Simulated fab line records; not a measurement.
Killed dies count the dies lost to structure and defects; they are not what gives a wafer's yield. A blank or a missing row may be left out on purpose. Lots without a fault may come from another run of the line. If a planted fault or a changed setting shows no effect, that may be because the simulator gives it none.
Struck lot and sound lot, side by side    flow n5 finfet    12 steps out of a route of 1938
Sound: these wafers, L104.1, L104.4, L104.5. Struck: wafers L111.4, L111.6. (L111.3 of the same lot was not struck and is left out.) The cause comes at the end.
Each step with rows lists, per side, the tool, then ch with its chambers, then its first start. Under that, the readings that differ: sound wafers    struck wafers    difference of the means    sigmas: that difference in standard deviations of wafers without a fault.
alike: readings with means less than 2 such deviations apart, plus words and numbers identical on both sides. not compared: withheld readings, readings lacking a value on some wafer, bounds such as >300 that could conceal the same value, and numbers that have no deviation in the record and whose values overlap.
Wherever a step has rows on one side only, a row that says differs or no value, or a row with sigmas, the two part there. Non-overlapping numbers with no deviation appear without sigmas and do not part them. Lack of a reading on every wafer of one side parts them only where that side has two or more wafers.

first, 9 steps without rows for these wafers: N5_SDB_EXPOSE_08 (exposes mask SDB); N5_SDB_PEB_09 (peb time 60 s); N5_SDB_DEVELOP_10 (develop time 30 s); N5_SDB_DESCUM_16 (chemistry O2, time 7.9 s); N5_SDB_ETCH_17 (etches SiARC in CF4, target depth 23.4 nm, time 39 s); N5_SDB_ETCH_18 (etches SOC in N2/H2, target depth 100 nm, overetch 20 nm, time 150 s); N5_SDB_STRIP_19 (strips in N2/H2); N5_SDB_STRIP_21 (strips in CF4); N5_SDB_HM_OPEN_20 (chemistry CH3F/O2, target SiNx, stops on poly-Si, target depth 24 nm).
N5_SDB_STRIP_22: strips in N2/H2.
  sound on plasma asher-02 ch 0,1, day 4 12:52; struck on plasma asher-02 ch 0, day 6 08:13
reading                       sound              struck       difference  sigmas
oes product au (a.u.)         0.714 0.714 0.714  0.704 0.705  -0.010      -2
strip time to endpoint s (s)  96.1 96.5 96.4     98.4 98.3    +2.0        +7
  alike: drypump motor current A, h2 flow sccm, heater power w, n2 flow sccm
  not compared: rf hours counter h
then, 1 step without rows for these wafers: N5_SDB_PRECLEAN_23 (cleans in dHF, time 30 s).
-- the record jumps here: 5 days lie between the struck wafers' starts before and after (it left off in module SDB and takes up again in module BEOL_M4, whose first step shown is number 1111 of the route) --
N5_BEOL_M4_RC_MEAS_101:
  sound on prober-02 ch 0, day 9 18:14; struck on prober-02 ch 0, day 11 08:16
reading         sound              struck       difference  sigmas
IOFF_N (nA/um)  0.157 0.153 0.131  0.181 0.214  +0.051      +2
VT_N (mV)       250.0 249.8 253.1  246.0 245.5  -5.2        -2
  alike: DIBL_N, DIBL_P, IOFF_P, ION_N, ION_P, SS_N, SS_P, VT_P

WHERE THEY PART
Last at N5_BEOL_M4_RC_MEAS_101 as far as this record goes, first at N5_SDB_STRIP_22.

WHY: the cause the simulator had injected
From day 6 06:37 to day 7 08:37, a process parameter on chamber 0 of plasma asher-02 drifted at N5_SDB_STRIP_22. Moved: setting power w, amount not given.
